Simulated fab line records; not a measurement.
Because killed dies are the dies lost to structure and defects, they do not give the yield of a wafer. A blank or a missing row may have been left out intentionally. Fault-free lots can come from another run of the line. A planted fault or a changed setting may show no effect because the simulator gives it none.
Chamber matching | flow nandHarc | rieDiel-07 running NHARC_A_STAIRCASE_ETCH_444: 4 sister chambers
The step etches the open film in C4F8/O2, target depth 10200 nm, time 3400 s. 4 wafers are shown with their chamber, then 7 later ones without.

== EACH WAFER AND ITS CHAMBER ==
wafer  | chamber | oesProductAu (a.u.)
L080.5 | 0       | 0.925
L084.3 | 1       | 0.919
L089.2 | 2       | 0.953
L089.5 | 3       | 0.921

== WAFERS MISSING THEIR CHAMBER ==
wafer  | oesProductAu (a.u.)
L089.6 | 0.933
L091.1 | 0.924
L091.3 | 0.914
L091.4 | 0.948
L097.2 | 0.966
L097.3 | 0.955
L097.6 | 0.954

== WHICH CHAMBER EACH WENT THROUGH ==
wafer  | from the rows above               | in truth
L089.6 | can't be placed: 0 or 3 or 1 or 2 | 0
L091.1 | can't be placed: 0 or 3 or 1      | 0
L091.3 | can't be placed: 1 or 3 or 0      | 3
L091.4 | 2                                 | 2
L097.2 | 2                                 | 2
L097.3 | 2                                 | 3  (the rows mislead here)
L097.6 | 2                                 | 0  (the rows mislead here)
Correct placement for 2 of the 7. These rows do not allow placing 3 (true chamber among the candidates in 3). Wrongly placed: 2.
How it was worked out, from the rows above alone: a wafer's distance from a chamber is the root of the sum, over the readings, of the square of ((its reading less the chamber's mean) divided by the reading's scatter). If the next closest chamber is less than 2 further off than the closest, the wafer can't be placed; otherwise it belongs to the closest. For every chamber, the mean is computed from those of its wafers that are shown. The scatter: root of mean squared gap, hidden wafer to nearest shown wafer, with one shown wafer a chamber.
